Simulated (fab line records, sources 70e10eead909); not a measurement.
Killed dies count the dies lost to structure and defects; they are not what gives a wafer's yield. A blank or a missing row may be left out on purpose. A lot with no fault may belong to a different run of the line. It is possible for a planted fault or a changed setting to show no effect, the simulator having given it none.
fab line records	flow nand-harc
record lots=7	wafers=21	last-day=25
route steps=1159 shown P_STI@77
lots that met no fault: taken from a fault-free run of the same line
start-h: the number of hours between the record's first day and the start of the first shown wafer of the lot	wait-h: how many hours have passed since the lot's step before this one	" as in the row above	L1.1+2: one row covering several wafers at once	- no value, or no start given	* or withheld: withheld	< > ~ a bound
route shown NAME@n: names a module that has steps shown in the file, with the first one's number in the route	usual: average and standard deviation across the fault-free wafers	same: alike in all rows	chamber/n: place in a boat	sites: per-site readings	_std_site: the values' standard deviation	_edge_site: mean of outer sites minus mean of inner sites	radius-mm: for every site, how far away it sits from the centre of the wafer	mask NAME#n: copy n	behind: the tool/chamber that last shaped the wafer	hold: why the lot was held/for how many hours/how that ended	device: the n, p or np transistor that did not switch	end of line: tests of these same wafers at the route's end	a step with no rows: only its recipe	killed: dies lost to structure and defects at the first sort, not the wafer's yield	map: a wafer's dies, marking killed ones x, the rest . and places with no die _
set.NAME: the setting as run; set.NAME@STEP: as run at that earlier step	model.NAME: the simulator's own value behind a step, which no gauge read
a table for each step, a row for each wafer; lots at some steps of the route
services: the hour from which a tool's chamber was out of use, counted from the record's first day as start-h (under 0 if before that day), plus the number of hours and why
## steps
# step NHARC_P_STI_COAT_03
# recipe spin-rpm=2000	resist-thk-nm=600
# step NHARC_P_STI_SOFTBAKE_04
# recipe temp-c=125	time-s=70
# step NHARC_P_STI_EBR_05
# step NHARC_P_STI_EXPOSE_06
# recipe na=0.55	target-cd-nm=200	dose-mj=37.69	mask-id=P_STI
# step NHARC_P_STI_PEB_07
# recipe peb-temp-c=128	peb-time-s=80
# step NHARC_P_STI_DEVELOP_08
# recipe time-s=50	dev-temp-c=22
# step NHARC_P_STI_CD_MEAS_09
# recipe target-cd-nm=200	landing-energy-ev=500
# usual cd-nm=200.2/1.7
lot.wafer	tool	chamber	start-h	wait-h	cd-nm
L635.1	cd-sem-03	0	40.00	-	199.3
L635.5	"	0	"	"	198.4
L635.6	"	0	"	"	198.7
L641.1	cd-sem-02	0	72.29	-	202.1
L641.4	"	0	"	"	201.3
L641.5	"	0	"	"	200.8
L647.3	cd-sem-01	0	106.94	-	199.0
L647.4	"	0	"	"	198.6
L647.5	"	0	"	"	199.4
L648.3	cd-sem-03	0	113.01	-	200.4
L648.5	"	0	"	"	201.8
L648.6	"	0	"	"	200.6
L649.4	cd-sem-02	0	119.11	-	198.0
L649.5	"	0	"	"	197.1
L649.6	"	0	"	"	197.4
L651.1	cd-sem-02	0	130.70	-	197.0
L651.2	"	0	"	"	197.9
L651.5	"	0	"	"	198.7
L658.1	cd-sem-03	0	173.22	-	199.0
L658.4	"	0	"	"	200.3
L658.5	"	0	"	"	202.1
# step NHARC_P_STI_OVL_MEAS_10
# usual overlay-x-nm=-1/7	overlay-y-nm=2/6.7
lot.wafer	tool	chamber	start-h	wait-h	overlay-x-nm	overlay-y-nm
L635.1	overlay-02	-	40.08	-	-4	-4
L635.5	"	-	"	"	-4	-4
L635.6	"	-	"	"	-4	-4
L641.1	overlay-01	-	72.40	-	-12	0
L641.4	"	-	"	"	-12	0
L641.5	"	-	"	"	-12	1
L647.3	overlay-01	-	107.02	-	-10	4
L647.4	"	-	"	"	-10	3
L647.5	"	-	"	"	-10	3
L648.3	overlay-02	-	113.09	-	-8	0
L648.5	"	-	"	"	-8	1
L648.6	"	-	"	"	-8	0
L649.4	overlay-02	-	119.19	-	0	6
L649.5	"	-	"	"	0	6
L649.6	"	-	"	"	0	5
L651.1	overlay-01	-	130.79	-	5	-3
L651.2	"	-	"	"	5	-3
L651.5	"	-	"	"	4	-3
L658.1	overlay-01	-	173.31	-	-1	16
L658.4	"	-	"	"	-1	17
L658.5	"	-	"	"	-2	17
# step NHARC_P_STI_INSPECT_11
# usual raw-defect-count=6.0/2.9
lot.wafer	tool	chamber	start-h	wait-h	raw-defect-count
L635.1	defect-inspect-01	-	40.12	0.0	6
L635.5	"	-	"	"	5
L635.6	"	-	"	"	2
L641.1	defect-inspect-02	-	72.43	0.0	5
L641.4	"	-	"	"	4
L641.5	"	-	"	"	7
L647.3	defect-inspect-02	-	107.06	0.0	6
L647.4	"	-	"	"	2
L647.5	"	-	"	"	10
L648.3	defect-inspect-01	-	113.13	0.0	4
L648.5	"	-	"	"	10
L648.6	"	-	"	"	8
L649.4	defect-inspect-01	-	119.23	0.0	8
L649.5	"	-	"	"	7
L649.6	"	-	"	"	5
L651.1	defect-inspect-02	-	130.83	0.0	4
L651.2	"	-	"	"	6
L651.5	"	-	"	"	7
L658.1	defect-inspect-02	-	173.34	0.0	5
L658.4	"	-	"	"	11
L658.5	"	-	"	"	6
# step NHARC_P_STI_HARDBAKE_13
# recipe temp-c=118	time-s=65
# step NHARC_P_STI_DESCUM_14
# recipe time-s=3	o2-flow-sccm=200	ar-flow-sccm=0	bias-power-w=0	chemistry=O2
# usual drypump-motor-current-A=5.7/0.36	oes-product-au=1.000/0.0084	rf-vpp-V=57.8/0.93	showerhead-plenum-p-Torr=1.91/0.086	throttle-valve-pct=11.312/0.0095
# same bias-power-w=0
lot.wafer	tool	chamber	start-h	wait-h	drypump-motor-current-A	oes-product-au	rf-hours-counter-h	rf-vpp-V	showerhead-plenum-p-Torr	throttle-valve-pct
L635.1	rie-diel-11	3	40.27	-	6.0	0.996	1.5	58.6	2.01	11.319
L635.6	"	1	"	"	5.4	1.016	-	57.6	1.94	11.302
L635.5	"	2	"	"	5.6	0.999	-	57.2	1.93	11.314
L641.4	rie-diel-11	1	72.58	-	5.5	1.007	3.4	59.5	1.94	11.301
L641.1	"	3	"	"	6.0	1.002	3.4	57.7	2.01	11.307
L641.5	"	0	"	"	5.8	1.003	-	56.5	1.79	11.321
L647.3	rie-diel-11	2	107.21	-	5.6	1.000	4.4	57.1	1.93	11.303
L647.4	"	3	"	"	6.0	1.007	4.8	57.9	2.01	11.309
L647.5	"	0	"	"	5.8	1.005	-	57.3	1.79	11.301
L648.3	rie-diel-03	2	113.27	-	5.8	1.007	1.4	58.6	2.00	11.313
L648.6	"	1	"	"	6.2	0.991	-	57.2	1.79	11.298
L648.5	"	2	"	"	5.8	1.010	-	57.8	2.00	11.300
L649.4	rie-diel-03	0	119.37	-	5.3	1.002	1.3	57.7	1.96	11.318
L649.5	"	3	"	"	5.4	0.993	-	56.8	1.80	11.312
L649.6	"	0	"	"	5.3	1.008	-	57.2	1.96	11.305
L651.2	rie-diel-07	1	130.96	-	4.9	1.000	2.3	57.4	1.84	11.298
L651.1	"	3	"	"	6.3	0.998	2.0	57.9	2.00	11.303
L651.5	"	1	"	"	4.9	1.007	-	57.3	1.84	11.311
L658.1	rie-diel-11	0	173.48	-	5.8	1.013	10.0	57.3	1.79	11.309
L658.4	"	1	"	"	5.5	0.999	8.8	57.7	1.94	11.305
L658.5	"	1	"	"	5.5	1.001	-	59.4	1.94	11.299
# step NHARC_P_STI_ETCH_42
# recipe target-depth-a=800	overetch-a=240	time-s=61	ion-energy-ev=200	n2-flow-sccm=150	h2-flow-sccm=150	ar-flow-sccm=0	rf-w=400	bias-w=150	chemistry=N2/H2
# usual bias-w=150.0/0.46	chamber-pressure-mTorr=30.002/0.029	drypump-motor-current-A=5.7/0.37	oes-product-au=0.999/0.0085	rf-vpp-V=430.6/2.7	showerhead-plenum-p-Torr=2.04/0.095	throttle-valve-pct=14.173/0.0092
lot.wafer	tool	chamber	start-h	wait-h	bias-w	chamber-pressure-mTorr	drypump-motor-current-A	oes-product-au	rf-hours-counter-h	rf-vpp-V	showerhead-plenum-p-Torr	throttle-valve-pct
L635.1	rie-diel-11	1	40.35	0.1	149.7	30.002	5.4	1.010	1.7	431.4	2.07	14.161
L635.6	"	0	"	"	149.4	30.059	5.8	0.990	-	427.2	1.90	14.169
L635.5	"	1	"	"	149.9	30.020	5.4	1.005	-	431.7	2.07	14.175
L641.1	rie-diel-11	1	72.65	0.1	150.0	29.970	5.5	1.007	3.4	431.9	2.07	14.179
L641.4	"	3	"	"	149.5	29.994	6.0	1.000	3.4	433.0	2.14	14.178
L641.5	"	2	"	"	150.3	30.008	5.6	0.980	-	431.9	2.06	14.169
L647.3	rie-diel-11	0	107.28	0.1	150.3	30.043	5.8	0.996	5.9	427.6	1.90	14.187
L647.4	"	2	"	"	150.5	30.006	5.6	0.995	4.4	429.6	2.05	14.190
L647.5	"	0	"	"	149.8	30.030	5.8	0.996	-	426.4	1.90	14.185
L648.3	rie-diel-03	2	113.36	0.1	149.7	30.014	5.8	1.001	1.4	432.9	2.14	14.163
L648.6	"	0	"	"	149.4	30.018	5.3	0.996	-	431.7	2.09	14.183
L648.5	"	1	"	"	150.4	29.972	6.3	0.999	-	428.0	1.90	14.183
L649.4	rie-diel-03	1	119.46	0.1	149.6	30.001	6.2	0.999	1.4	427.5	1.90	14.167
L649.6	"	2	"	"	150.6	30.003	5.9	0.998	-	432.7	2.14	14.184
L649.5	"	3	"	"	150.2	29.979	5.3	0.987	-	425.9	1.92	14.163
L651.1	rie-diel-07	3	131.06	0.1	150.1	29.980	6.3	0.997	2.1	432.9	2.14	14.166
L651.2	"	0	"	"	149.8	30.043	6.0	1.011	2.3	433.7	2.10	14.187
L651.5	"	2	"	"	149.9	29.984	5.4	1.006	-	433.2	2.14	14.179
L658.1	rie-diel-11	1	173.56	0.1	150.9	29.983	5.5	1.005	8.8	431.3	2.07	14.179
L658.4	"	3	"	"	150.0	29.998	6.0	0.987	9.0	432.9	2.14	14.159
L658.5	"	1	"	"	150.1	30.012	5.5	1.007	-	429.8	2.07	14.156
# step NHARC_P_STI_ETCH_31
# recipe target-depth-a=1089	time-s=54.5	cf4-flow-sccm=100	chf3-flow-sccm=30	ar-flow-sccm=0	rf-w=500	bias-w=200	chemistry=CF4/CHF3
# usual bias-w=200.0/0.6	cf4-flow-sccm=100.02/0.26	drypump-motor-current-A=5.7/0.37	oes-product-au=0.963/0.014	rf-vpp-V=370.5/2.3	showerhead-plenum-p-Torr=1.57/0.067	throttle-valve-pct=16.803/0.0083
lot.wafer	tool	chamber	start-h	wait-h	bias-w	cf4-flow-sccm	drypump-motor-current-A	oes-product-au	rf-hours-counter-h	rf-vpp-V	showerhead-plenum-p-Torr	throttle-valve-pct
L635.1	rie-diel-11	2	40.43	-	200.8	100.23	5.6	0.944	1.4	370.9	1.58	16.805
L635.5	"	1	"	"	200.2	100.25	5.5	0.954	-	372.4	1.59	16.785
L635.6	"	2	"	"	200.2	99.99	5.6	0.951	-	372.1	1.58	16.814
L641.1	rie-diel-11	1	72.75	-	201.0	100.15	5.4	0.921	3.5	369.8	1.59	16.783
L641.4	"	2	"	"	199.8	100.20	5.6	0.916	3.0	373.0	1.58	16.811
L641.5	"	0	"	"	200.2	99.71	5.8	0.933	-	367.4	1.48	16.802
L647.4	rie-diel-11	2	107.36	-	-	-	-	-	-	-	-	-
L647.3	"	3	"	"	-	-	-	-	-	-	-	-
L647.5	"	2	"	"	-	-	-	-	-	-	-	-
L648.3	rie-diel-03	3	113.44	-	-	-	-	-	-	-	-	-
L648.6	"	1	"	"	-	-	-	-	-	-	-	-
L648.5	"	2	"	"	-	-	-	-	-	-	-	-
L649.4	rie-diel-03	3	119.55	-	-	-	-	-	-	-	-	-
L649.6	"	0	"	"	-	-	-	-	-	-	-	-
L649.5	"	1	"	"	-	-	-	-	-	-	-	-
L651.1	rie-diel-07	1	131.13	-	200.2	100.12	4.9	0.974	2.4	368.2	1.51	16.802
L651.2	"	3	"	"	200.0	99.60	6.3	0.985	2.1	372.8	1.64	16.796
L651.5	"	1	"	"	199.5	100.10	4.9	0.969	-	367.6	1.51	16.788
L658.4	rie-diel-11	3	173.65	-	200.3	99.71	6.0	0.951	9.1	373.6	1.65	16.800
L658.1	"	0	"	"	199.4	100.41	5.8	0.957	10.1	367.5	1.47	16.810
L658.5	"	2	"	"	199.7	99.90	5.6	0.964	-	371.9	1.58	16.828
# step NHARC_P_STI_ETCH_15
# recipe target-depth-a=3000	taper-deg=4	time-s=100.1	hbr-flow-sccm=150	cl2-flow-sccm=50	rf-w=400	icp-w=400	bias-w=100	chemistry=HBr/Cl2
# usual bias-w=99.98/0.3	chamber-pressure-mTorr=14.999/0.014	drypump-motor-current-A=5.88/0.26	oes-product-au=0.999/0.0077	throttle-valve-pct=26.406/0.0093
lot.wafer	tool	chamber	start-h	wait-h	bias-w	chamber-pressure-mTorr	drypump-motor-current-A	oes-product-au	rf-hours-counter-h	throttle-valve-pct
L635.1	rie-si-05	1	40.58	-	99.78	15.009	5.68	0.999	1.1	26.408
L635.5	"	2	"	"	99.77	14.990	6.42	0.996	-	26.416
L635.6	"	3	"	"	99.38	15.001	5.76	1.000	-	26.400
L641.4	rie-si-06	3	72.84	-	100.18	14.987	6.23	1.002	0.3	26.411
L641.1	"	0	"	"	99.55	14.992	5.96	0.993	0.4	26.423
L641.5	"	3	"	"	99.61	14.979	6.18	1.008	-	26.421
L647.4	rie-si-05	3	107.47	-	99.87	14.985	5.76	1.009	0.3	26.415
L647.3	"	1	"	"	99.68	15.014	5.70	0.996	0.3	26.412
L647.5	"	0	"	"	99.71	15.010	6.18	0.993	-	26.406
L648.3	rie-si-05	3	113.55	-	100.18	15.000	5.80	1.003	0.4	26.403
L648.5	"	2	"	"	100.55	15.018	6.44	0.997	-	26.411
L648.6	"	3	"	"	99.78	14.982	5.77	1.002	-	26.414
L649.4	rie-si-02	2	119.69	-	100.07	14.996	5.90	0.987	0.6	26.407
L649.5	"	3	"	"	100.19	14.999	5.55	0.991	-	26.408
L649.6	"	0	"	"	100.02	14.987	6.03	0.999	-	26.398
L651.1	rie-si-02	1	131.24	-	100.07	15.015	5.84	1.000	0.7	26.400
L651.2	"	3	"	"	99.88	14.996	5.60	0.995	0.7	26.413
L651.5	"	2	"	"	99.97	15.002	5.91	0.993	-	26.386
L658.4	rie-si-05	1	173.76	-	100.13	14.994	5.71	1.008	0.7	26.409
L658.1	"	0	"	"	99.88	15.016	6.16	1.017	0.8	26.412
L658.5	"	1	"	"	100.25	15.015	5.70	1.027	-	26.404
## services
tool	chamber	start-h	hours	kind
rie-diel-11	-	17.45	0.9	repair
rie-diel-11	0	21.50	-	clean
rie-diel-11	1	21.50	-	clean
rie-diel-11	2	21.50	-	clean
rie-diel-11	3	21.50	-	clean
rie-si-02	-	34.00	9.0	pm
rie-diel-03	-	38.30	9.0	pm
rie-diel-11	0	46.32	-	clean
rie-diel-11	1	46.32	-	clean
rie-diel-11	2	46.32	-	clean
rie-diel-11	3	46.32	-	clean
rie-diel-07	-	51.20	9.0	pm
rie-si-05	-	62.00	9.0	pm
rie-diel-07	2	69.14	5.6	repair
rie-diel-11	0	70.82	-	clean
rie-diel-11	1	70.82	-	clean
rie-diel-11	2	70.82	-	clean
rie-diel-11	3	70.82	-	clean
rie-si-05	2	76.04	9.3	repair
rie-si-05	3	82.53	6.6	repair
rie-diel-03	2	97.76	1.9	repair
rie-si-02	-	106.64	2.2	repair
rie-diel-07	2	123.84	3.5	repair
rie-si-02	-	152.53	1.9	repair
## key
first-sign step=NHARC_P_STI_ETCH_31	reading=tool-record	direction=missing
effect none on later readings
met-at NHARC_P_STI_ETCH_31
struck-wafers L647.3,L647.4,L647.5,L648.3,L648.5,L648.6,L649.4,L649.5,L649.6
later-rows-left-out L647.3,L647.4,L647.5,L648.3,L648.5,L648.6,L649.4,L649.5,L649.6
sort-left-out L647.3,L647.4,L647.5,L648.3,L648.5,L648.6,L649.4,L649.5,L649.6
tester-left-out L647,L648,L649
onset-between 72.75 107.36
fault kind=skipped-step-whole	tool=rie-diel-03,rie-diel-11	chamber=-	onset-h=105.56	steps=NHARC_P_STI_ETCH_31	scope=struck-lots-only
# tester-left-out: of these lots the tester's yield and bins aren't shown, on N5 and GAA mostly nor the transistor test; their killed dies are dies lost to structure and defects alone, not to doping, threshold or leakage, so they don't give the yield
# sort-left-out: the simulated sort isn't trusted on such a fault, so these wafers' sort isn't shown, and their yield isn't known
# later-rows-left-out: the simulator's readings of these wafers behind a module that went badly wrong aren't trusted and aren't shown, but for the sort
